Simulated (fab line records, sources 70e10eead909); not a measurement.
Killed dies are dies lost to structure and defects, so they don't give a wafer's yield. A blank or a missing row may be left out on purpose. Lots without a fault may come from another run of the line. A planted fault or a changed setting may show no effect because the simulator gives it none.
Which tool did it? | flow nand_harc | 24 lots, 72 wafers sampled, at 4 steps of a route of 1302

WHAT THE GAUGES READ, wafer by wafer
NHARC_P_STI_INSPECT_11.
lot  | measured     | on                | raw_defect_count
L074 | day 3 01:45  | defect_inspect-02 | 12 11 6
L075 | day 3 08:11  | defect_inspect-02 | 4 10 8
L076 | day 3 15:49  | defect_inspect-01 | 13 5 5
L077 | day 4 02:46  | defect_inspect-01 | 3 2 3
L078 | day 4 10:18  | defect_inspect-02 | 3 2 2
L079 | day 4 22:38  | defect_inspect-02 | 10 2 4
L080 | day 5 06:35  | defect_inspect-01 | 9 8 5
L081 | day 5 18:53  | defect_inspect-01 | 5 5 3
L082 | day 6 04:30  | defect_inspect-01 | 6 5 9
L083 | day 6 13:16  | defect_inspect-02 | 1 6 6
L084 | day 6 22:56  | defect_inspect-02 | 14 9 5
L085 | day 7 09:57  | defect_inspect-01 | 6 7 4
L086 | day 7 19:18  | defect_inspect-01 | 5 10 10
L087 | day 8 05:58  | defect_inspect-02 | 5 5 12
L088 | day 8 16:41  | defect_inspect-02 | 5 2 6
L089 | day 9 01:13  | defect_inspect-02 | 8 4 6
L090 | day 9 10:56  | defect_inspect-02 | 9 5 9
L091 | day 9 20:50  | defect_inspect-01 | 12 11 11
L092 | day 10 06:15 | defect_inspect-02 | 11 3 7
L093 | day 10 17:11 | defect_inspect-01 | 8 6 6
L094 | day 11 07:13 | defect_inspect-02 | 6 14 10
L095 | day 11 14:38 | defect_inspect-01 | 7 7 14
L096 | day 11 23:04 | defect_inspect-02 | 4 4 9
L097 | day 12 09:38 | defect_inspect-01 | 4 2 6

NHARC_P_STI_OCD_MEAS_43.
lot  | measured     | on     | trench_depth_nm (nm) | trench_foot_cd_nm (nm)
L074 | day 3 02:55  | ocd-01 | 300.1 301.0 299.5    | 157.0 156.3 156.9
L075 | day 3 09:22  | ocd-02 | 295.1 297.7 295.0    | 158.0 158.2 159.4
L076 | day 3 16:59  | ocd-01 | 302.7 301.4 297.1    | 161.1 160.5 161.5
L077 | day 4 03:55  | ocd-01 | 304.5 303.8 304.0    | 158.7 156.0 156.2
L078 | day 4 11:29  | ocd-01 | 302.3 300.1 302.8    | 155.0 158.0 155.9
L079 | day 4 23:48  | ocd-01 | 298.5 303.1 300.6    | 158.6 157.3 156.6
L080 | day 5 07:52  | ocd-01 | 303.8 302.4 304.6    | 156.5 156.1 157.8
L081 | day 5 20:04  | ocd-01 | 301.5 303.3 304.7    | 158.7 158.9 160.4
L082 | day 6 05:42  | ocd-02 | 302.0 307.2 302.9    | 157.5 158.6 157.5
L083 | day 6 14:27  | ocd-01 | 301.1 303.6 304.9    | 160.3 159.9 157.1
L084 | day 7 00:08  | ocd-01 | 305.5 302.9 304.0    | 158.3 161.7 157.8
L085 | day 7 11:09  | ocd-01 | 300.2 301.7 302.0    | 156.8 155.7 157.9
L086 | day 7 20:28  | ocd-02 | 301.0 299.0 298.6    | 157.3 156.6 158.1
L087 | day 8 07:08  | ocd-02 | 305.0 300.0 300.3    | 158.5 156.2 155.8
L088 | day 8 17:53  | ocd-02 | 301.2 299.0 300.7    | 160.8 159.7 158.6
L089 | day 9 02:32  | ocd-01 | 305.2 301.1 304.2    | 158.1 158.6 161.3
L090 | day 9 12:06  | ocd-02 | 297.0 295.3 296.9    | 159.1 157.4 159.1
L091 | day 9 22:00  | ocd-01 | 298.1 300.9 301.7    | 158.7 158.1 157.7
L092 | day 10 07:26 | ocd-02 | 302.7 304.4 297.7    | 157.7 157.9 158.8
L093 | day 10 18:21 | ocd-01 | 300.7 304.0 303.7    | 157.1 156.1 155.9
L094 | day 11 08:25 | ocd-02 | 304.8 302.2 299.8    | 152.5 155.7 154.3
L095 | day 11 15:48 | ocd-01 | 300.0 301.3 294.0    | 156.4 157.0 158.0
L096 | day 12 00:19 | ocd-02 | 296.5 301.3 299.5    | 156.5 158.3 155.6
L097 | day 12 10:48 | ocd-02 | 298.4 301.9 299.4    | 160.2 156.3 158.9

WHICH TOOL RAN EACH LOT (tool, then ch and the chambers of the sampled wafers, then the start)
lot  | NHARC_P_ZERO_WELL_ETCH_63        | NHARC_P_STI_ETCH_42
L074 | rie_si-04 ch 0,2,3, day 1 21:33  | rie_diel-04 ch 0,1, day 3 01:58
L075 | rie_si-05 ch 0,1, day 2 08:34    | rie_diel-11 ch 0,1,3, day 3 08:25
L076 | rie_si-04 ch 0,2, day 2 17:40    | rie_diel-04 ch 0,1,2, day 3 16:02
L077 | rie_si-05 ch 1,2,3, day 3 03:33  | rie_diel-10 ch 0,1,2, day 4 02:59
L078 | rie_si-04 ch 0,2, day 3 13:34    | rie_diel-10 ch 0,3, day 4 10:31
L079 | rie_si-05 ch 0,2,3, day 3 23:41  | rie_diel-11 ch 1,2,3, day 4 22:52
L080 | rie_si-04 ch 0,1,2, day 4 09:39  | rie_diel-04 ch 0,1,2, day 5 06:48
L081 | rie_si-05 ch 0,2,3, day 4 19:32  | rie_diel-11 ch 1,2,3, day 5 19:06
L082 | rie_si-03 ch 0,2,3, day 5 05:40  | rie_diel-04 ch 1,2,3, day 6 04:44
L083 | rie_si-05 ch 0,1, day 5 15:40    | rie_diel-04 ch 0,1,3, day 6 13:29
L084 | rie_si-04 ch 0,1,2, day 6 01:36  | rie_diel-11 ch 0,1,3, day 6 23:10
L085 | rie_si-03 ch 1,3, day 6 11:34    | rie_diel-04 ch 2,3, day 7 10:10
L086 | rie_si-03 ch 1,2,3, day 6 21:41  | rie_diel-10 ch 0,2,3, day 7 19:31
L087 | rie_si-04 ch 1,3, day 7 07:52    | rie_diel-04 ch 2,3, day 8 06:11
L088 | rie_si-05 ch 1,2,3, day 7 17:35  | rie_diel-10 ch 0,1, day 8 16:55
L089 | rie_si-05 ch 1,2,3, day 8 03:42  | rie_diel-04 ch 1,3, day 9 01:35
L090 | rie_si-04 ch 1,2, day 8 13:41    | rie_diel-11 ch 0,1,3, day 9 11:10
L091 | rie_si-03 ch 0,1,3, day 8 23:55  | rie_diel-11 ch 0,2,3, day 9 21:04
L092 | rie_si-04 ch 1,2,3, day 9 09:39  | rie_diel-10 ch 0,1,3, day 10 06:29
L093 | rie_si-05 ch 1,2,3, day 9 20:16  | rie_diel-04 ch 0,2,3, day 10 17:25
L094 | rie_si-04 ch 0,1,3, day 10 05:46 | rie_diel-04 ch 0,2,3, day 11 07:27
L095 | rie_si-03 ch 0,1,3, day 10 15:39 | rie_diel-11 ch 0,1,3, day 11 14:52
L096 | rie_si-04 ch 1,2,3, day 11 01:42 | rie_diel-04 ch 1,2, day 11 23:20
L097 | rie_si-03 ch 0,2,3, day 11 11:33 | rie_diel-10 ch 0,2, day 12 09:51
- NHARC_P_ZERO_WELL_ETCH_63: etches the open film in HBr/Cl2, target depth 120 nm, time 40.1 s.
- NHARC_P_STI_ETCH_42: etches the open film in N2/H2, target depth 80 nm, overetch 24 nm, time 61 s.

WHAT THE TOOLS THEMSELVES READ (means of the sampled wafers that have a number; where no wafer has one, the mark that the record gives instead)
NHARC_P_ZERO_WELL_ETCH_63.
lot  | tool      | drypump_motor_current_A (A) | hbr_flow_sccm (sccm) | oes_product_au (a.u.) | rf_fwd_power_W (W) | throttle_valve_pct (%)
L074 | rie_si-04 | 6.0                         | 150.0                | 1.009                 | 394.3              | 26.393
L075 | rie_si-05 | 6.3                         | 149.9                | 0.993                 | 393.5              | 26.412
L076 | rie_si-04 | 6.2                         | 150.1                | 1.000                 | 397.8              | 26.411
L077 | rie_si-05 | 5.8                         | 150.3                | 0.991                 | 393.5              | 26.406
L078 | rie_si-04 | 6.1                         | 150.4                | 1.004                 | 394.3              | 26.404
L079 | rie_si-05 | 5.9                         | 150.3                | 1.005                 | 395.0              | 26.400
L080 | rie_si-04 | 6.1                         | 150.0                | 1.004                 | 394.6              | 26.401
L081 | rie_si-05 | 5.9                         | 149.8                | 0.999                 | 394.8              | 26.403
L082 | rie_si-03 | 5.4                         | 149.6                | 0.993                 | 394.1              | 26.399
L083 | rie_si-05 | 6.3                         | 150.5                | 1.010                 | 393.3              | 26.395
L084 | rie_si-04 | 6.0                         | 150.0                | 1.005                 | 396.5              | 26.411
L085 | rie_si-03 | 5.3                         | 150.2                | 0.998                 | 395.3              | 26.412
L086 | rie_si-03 | 5.5                         | 150.2                | 1.005                 | 393.6              | 26.396
L087 | rie_si-04 | 6.3                         | 150.5                | 1.008                 | 395.4              | 26.405
L088 | rie_si-05 | 5.8                         | 150.4                | 0.997                 | 394.2              | 26.399
L089 | rie_si-05 | 5.9                         | 150.0                | 0.998                 | 394.7              | 26.412
L090 | rie_si-04 | 6.0                         | 149.8                | 0.994                 | 395.3              | 26.412
L091 | rie_si-03 | 5.2                         | 150.2                | 0.995                 | 395.1              | 26.409
L092 | rie_si-04 | 5.9                         | 149.7                | 0.997                 | 395.3              | 26.404
L093 | rie_si-05 | 5.9                         | 150.1                | 0.998                 | 394.1              | 26.415
L094 | rie_si-04 | 6.4                         | 150.2                | 1.006                 | 395.0              | 26.401
L095 | rie_si-03 | 5.2                         | 150.0                | 0.995                 | 395.4              | 26.411
L096 | rie_si-04 | 5.9                         | 150.1                | 1.007                 | 394.8              | 26.411
L097 | rie_si-03 | 5.3                         | 150.2                | 0.996                 | 395.5              | 26.410

NHARC_P_STI_ETCH_42.
lot  | tool        | drypump_motor_current_A (A) | oes_product_au (a.u.) | rf_fwd_power_W (W) | rf_vpp_V (V) | showerhead_plenum_p_Torr (Torr) | throttle_valve_pct (%)
L074 | rie_diel-04 | 5.7                         | 1.002                 | 397.1              | 431.2        | 2.06                            | 14.176
L075 | rie_diel-11 | 5.5                         | 1.000                 | 396.5              | 431.2        | 2.04                            | 14.176
L076 | rie_diel-04 | 5.7                         | 0.993                 | 397.0              | 430.8        | 2.05                            | 14.167
L077 | rie_diel-10 | 6.0                         | 0.997                 | 394.6              | 431.9        | 2.11                            | 14.175
L078 | rie_diel-10 | 5.5                         | 1.011                 | 395.8              | 433.9        | 2.15                            | 14.181
L079 | rie_diel-11 | 5.9                         | 0.994                 | 396.8              | 429.6        | 2.03                            | 14.170
L080 | rie_diel-04 | 5.8                         | 0.996                 | 396.9              | 430.0        | 2.05                            | 14.171
L081 | rie_diel-11 | 5.9                         | 0.993                 | 395.4              | 429.7        | 2.03                            | 14.167
L082 | rie_diel-04 | 5.7                         | 0.992                 | 396.8              | 431.7        | 2.08                            | 14.168
L083 | rie_diel-04 | 5.6                         | 0.995                 | 396.4              | 431.6        | 2.09                            | 14.181
L084 | rie_diel-11 | 5.5                         | 1.000                 | 396.1              | 430.5        | 2.04                            | 14.168
L085 | rie_diel-04 | 5.5                         | 1.002                 | 396.7              | 431.3        | 2.05                            | 14.167
L086 | rie_diel-10 | 5.9                         | 1.010                 | 395.5              | 432.5        | 2.12                            | 14.179
L087 | rie_diel-04 | 5.5                         | 0.996                 | 395.2              | 431.2        | 2.05                            | 14.167
L088 | rie_diel-10 | 6.0                         | 1.004                 | 393.7              | 432.1        | 2.10                            | 14.166
L089 | rie_diel-04 | 5.6                         | 0.992                 | 397.1              | 432.4        | 2.12                            | 14.163
L090 | rie_diel-11 | 5.5                         | 0.998                 | 395.5              | 430.1        | 2.04                            | 14.171
L091 | rie_diel-11 | 6.1                         | 0.996                 | 394.7              | 431.0        | 2.07                            | 14.172
L092 | rie_diel-10 | 5.5                         | 1.009                 | 395.7              | 433.4        | 2.13                            | 14.173
L093 | rie_diel-04 | 5.6                         | 0.994                 | 395.7              | 430.0        | 2.02                            | 14.174
L094 | rie_diel-04 | 5.6                         | 0.991                 | 397.2              | 429.6        | 2.02                            | 14.171
L095 | rie_diel-11 | 5.5                         | 1.002                 | 395.7              | 430.4        | 2.04                            | 14.167
L096 | rie_diel-04 | 5.8                         | 0.991                 | 394.7              | 433.1        | 2.12                            | 14.174
L097 | rie_diel-10 | 6.5                         | 0.994                 | 396.6              | 432.3        | 2.09                            | 14.169

THE ANSWER, worked out from the rows above alone
Rule: what is usual is taken from the lots themselves. Put in order of their means at a reading, lots are off if they are a third of the lots or fewer, leave a main group of 4 or more, and stand apart from it by a gap of 3 or more times the standard deviation of the main group's means; of several such gaps the widest counts. A main group whose means are all the same, to the digits that the tables above print for the reading, isn't used. A lot without any number at a reading at which 4 lots or more have one is off too. The other lots that the step has rows for count as sound. The gauges are gone through in route order, then the tools' own readings, and for those a lot's mean is taken as printed above. The first step at which some lot is off is used, and at that step the reading that is off furthest; a lot without a number counts as furthest.
No lot is off at any reading shown: from this, nothing can be told.

WHAT THE SIMULATOR HAD PUT IN
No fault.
